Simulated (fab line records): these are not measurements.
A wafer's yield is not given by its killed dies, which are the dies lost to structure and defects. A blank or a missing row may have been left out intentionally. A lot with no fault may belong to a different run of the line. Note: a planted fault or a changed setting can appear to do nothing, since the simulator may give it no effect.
2 desks, one fault -- flow nandHarc -- each desk holds nothing but its own numbers, with what lay behind them at the end

== AT THE METROLOGY DESK ==
Lot by lot, what the gauges showed, no matter which tool ran the lot: averages of those sampled wafers that carry a number. A lot is out of limits, marked OUT, if its mean lies more than 4 standard deviations from the usual mean; the brackets give that distance.
Columns: A = cdNm at NHARC_P_CONTACT_CD_MEAS_19, usual 89.6 nm; B = cdNm at NHARC_P_M0_CD_MEAS_09, usual 89.8 nm; C = cdNm at NHARC_P_M0_CD_MEAS_16, usual 89.3 nm
lot,first seen here,A,B,C
L261,day 5 11:47,89.5,90.0,88.7
L265,day 6 13:13,88.4,90.6,91.4
L266,day 6 13:52,89.7,90.4,89.5
L268,day 7 07:43,90.1,89.9,89.6
L273,day 9 00:20,88.4,88.8,88.4
L276,day 9 09:41,93.5,82.4 (-9.1) OUT,81.5 (-7.1) OUT
L278,day 9 20:58,89.3,82.6 (-8.9) OUT,82.3 (-6.4) OUT
L279,day 10 03:17,88.6,90.2,89.7
L282,day 10 15:18,93.3,90.4,90.1
L281,day 10 16:02,87.8,88.8,88.3
This desk finds L276, L278 out of limits, L276 being first, at day 9 19:24 (cdNm at NHARC_P_M0_CD_MEAS_09). L261, L265, L266, L268, L273, L279, L282, L281 stayed within limits.

== THE TOOL OWNER'S DESK: lithoTrack-01 ==
The tool's own readings at NHARC_P_M0_PEB_07 (peb time 65 s): means of the sampled wafers that have a number, for each lot that ran on this tool. A lot is out of limits, marked OUT, if its mean lies more than 4 standard deviations from the usual mean; the brackets give that distance.
Columns: A = heaterPowerTotalW at NHARC_P_M0_PEB_07, usual 156.6 W; B = plateTempC at NHARC_P_M0_PEB_07, usual 100.01 C
lot,first seen here,A,B
L266,day 6 16:58,156.8,99.88
L268,day 7 10:56,156.4,100.16
L276,day 9 19:19,174.5 (+43) OUT,-
L278,day 10 01:22,174.3 (+42) OUT,-
This desk finds L276, L278 out of limits, L276 being first, at day 9 19:19 (heaterPowerTotalW at NHARC_P_M0_PEB_07). L266, L268 stayed within limits.

== BROUGHT TOGETHER ==
An alarm could have come from the tool owner's desk at day 9 19:19, on L276, L278.
At day 9 19:24 the metrology desk could have sounded an alarm, on L276, L278.
Of the lots named, all ran NHARC_P_M0_PEB_07 on lithoTrack-01.

== WHAT WAS PUT IN BY THE SIMULATOR ==
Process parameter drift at NHARC_P_M0_PEB_07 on lithoTrack-01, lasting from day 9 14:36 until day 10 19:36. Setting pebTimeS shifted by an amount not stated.
Shown lots that were struck: L276, L278.
Time in hours from fault onset to the first out-of-limits reading at each desk: tool owner's desk 5, metrology desk 5.
